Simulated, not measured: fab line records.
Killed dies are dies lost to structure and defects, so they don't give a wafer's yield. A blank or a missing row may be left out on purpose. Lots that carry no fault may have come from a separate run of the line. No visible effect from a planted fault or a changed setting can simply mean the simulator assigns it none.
A lot that was struck, set against a sound lot / flow nand_harc / 12 out of 1302 route steps
Sound: the wafers L389.1, L389.2, L389.4. The struck wafers were L403.1, L403.2, L403.4. At the end, the cause is stated.
Per side, at each step with rows, come the tool, then ch with its chambers, and then its first start. Under that, the readings that differ: sound wafers / struck wafers / difference of the means / sigmas: that difference in standard deviations of wafers without a fault.
alike: readings whose means differ by less than 2 such deviations, and words and numbers that are the same on both sides. not compared: withheld readings, readings that some wafer has no value for, bounds like >300 that may hide the same value, and numbers for which the record gives no deviation and whose values overlap.
The two part at a step that has a row with sigmas, a row that says differs or no value, or rows on one side only. Numbers that have no deviation but don't overlap get no sigmas and don't part them. A reading missing from all wafers of one side parts the sides only when that side holds two or more wafers.

first, 3 steps without rows for these wafers: NHARC_A_STAIRCASE_PEB_439 (peb time 130 s); NHARC_A_STAIRCASE_DEVELOP_440 (time 140 s); NHARC_A_STAIRCASE_HARDBAKE_442 (time 140 s).
NHARC_A_STAIRCASE_DESCUM_443: chemistry O2, time 3 s.
  sound on rie_diel-11 ch 0,1,2, day 20 21:56; struck on rie_diel-11 ch 0,2,3, day 27 13:46
reading=rf_hours_counter_h (h); sound=14 11 10; struck=4 4 3; difference=-8; sigmas=
  alike: chamber_pressure_mTorr, drypump_motor_current_A, oes_product_au, rf_vpp_V, showerhead_plenum_p_Torr, throttle_valve_pct
NHARC_A_STAIRCASE_ETCH_444: etches the open film in C4F8/O2, target depth 20400 nm, time 6800 s.
  sound on rie_diel-11 ch 0,1,2, day 20 22:29; struck on rie_diel-11 ch 0,2,3, day 27 13:51
reading=rf_hours_counter_h (h); sound=15 11 12; struck=5 5 4; difference=-8; sigmas=
  alike: chamber_pressure_mTorr, oes_product_au, rf_fwd_power_W, rf_vpp_V
NHARC_A_STAIRCASE_STRIP_446: strips in O2.
  sound on plasma_asher-02 ch 0,1, day 21 02:24; struck on plasma_asher-01 ch 0,1, day 27 18:16
  alike: drypump_motor_current_A, heater_power_w
  not compared: rf_hours_counter_h
then, 3 steps without rows for these wafers: NHARC_A_STAIRCASE_STRIP_447 (strips in SPM, time 900 s); NHARC_A_STAIRCASE_PRECLEAN_448 (cleans in SC1); NHARC_A_STAIRCASE_SRD_449.
NHARC_A_STAIRCASE_CMP_450: polishes SiO2, target thk 200 nm.
  sound on cmp-03 ch 1,2,3, day 21 03:13; struck on cmp-04 ch 0,2,3, day 27 19:05
  alike: edge_zone_pressure_frac, motor_current_A
NHARC_A_STAIRCASE_CMP_152: polishes.
  sound on cmp-03 ch 1,2,3, day 21 03:17; struck on cmp-04 ch 0,2,3, day 27 19:09
  no value came back on the struck wafers for edge_zone_pressure_frac, motor_current_A (A); on the sound wafers edge_zone_pressure_frac reads 1.005 1.001 1.000
-- record jumps: 5 days between struck wafers' starts before vs after; left off in module A_STAIRCASE, resumes in module END, first step shown is number 1302 of the route --
NHARC_END_SORT_01:
  sound on prober-01 ch 0, day 26 17:06; struck on prober-02 ch 0, day 33 07:08
reading=killed_at_array; sound=84 70 94; struck=670 672 671; difference=+588; sigmas=+39
reading=killed_dies; sound=89 74 95; struck=677 677 677; difference=+591; sigmas=+39
  alike: killed_at_other, killed_at_periphery, killed_open, killed_short

== WHERE THEY PART ==
Earliest at NHARC_A_STAIRCASE_CMP_152; latest, in this record, at NHARC_END_SORT_01.

WHY: the cause the simulator had injected
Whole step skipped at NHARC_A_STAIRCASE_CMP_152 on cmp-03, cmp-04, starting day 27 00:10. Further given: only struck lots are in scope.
